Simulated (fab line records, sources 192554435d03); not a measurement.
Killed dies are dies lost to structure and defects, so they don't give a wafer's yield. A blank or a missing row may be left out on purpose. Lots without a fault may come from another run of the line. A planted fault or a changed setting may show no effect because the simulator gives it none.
Chamber matching | flow n5_finfet | N5_BEOL_M0_SAQP_ETCH_107 on rie_diel-04: 4 sister chambers
The step etches SiNx in CH3F/O2, target depth 30 nm. 4 wafers are shown with their chamber, then 8 later ones without.

WAFERS WITH THEIR CHAMBER
wafer  | chamber | showerhead_plenum_p_Torr (Torr)
L081.3 | 2       | 2.00
L088.2 | 0       | 1.90
L088.3 | 1       | 2.08
L090.1 | 3       | 2.08

WAFERS WITHOUT THEIR CHAMBER
wafer  | showerhead_plenum_p_Torr (Torr)
L090.5 | 2.08
L090.6 | 1.90
L094.2 | 2.08
L094.5 | 2.08
L094.6 | 1.99
L097.1 | 2.07
L097.2 | 2.08
L097.6 | 2.07

WHICH CHAMBER EACH WENT THROUGH
wafer  | from the rows above     | in truth
L090.5 | can't be placed: 1 or 3 | 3
L090.6 | 0                       | 0
L094.2 | can't be placed: 1 or 3 | 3
L094.5 | can't be placed: 1 or 3 | 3
L094.6 | 2                       | 2
L097.1 | can't be placed: 1 or 3 | 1
L097.2 | can't be placed: 1 or 3 | 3
L097.6 | can't be placed: 1 or 3 | 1
Placed correctly: 2 of 8. Can't be placed from these rows: 6 (the true chamber is among the candidates in 6). Placed wrongly: 0.
How it was worked out, from the rows above alone: a wafer's distance from a chamber is the root of the sum, over the readings, of the square of ((its reading less the chamber's mean) divided by the reading's scatter). The wafer belongs to the nearest chamber; if the next one is less than 2 further off, it can't be placed. A chamber's mean is the mean of its shown wafers. The scatter: with one shown wafer a chamber, the root of the mean of the squares of how far each hidden wafer lies from its nearest shown one.
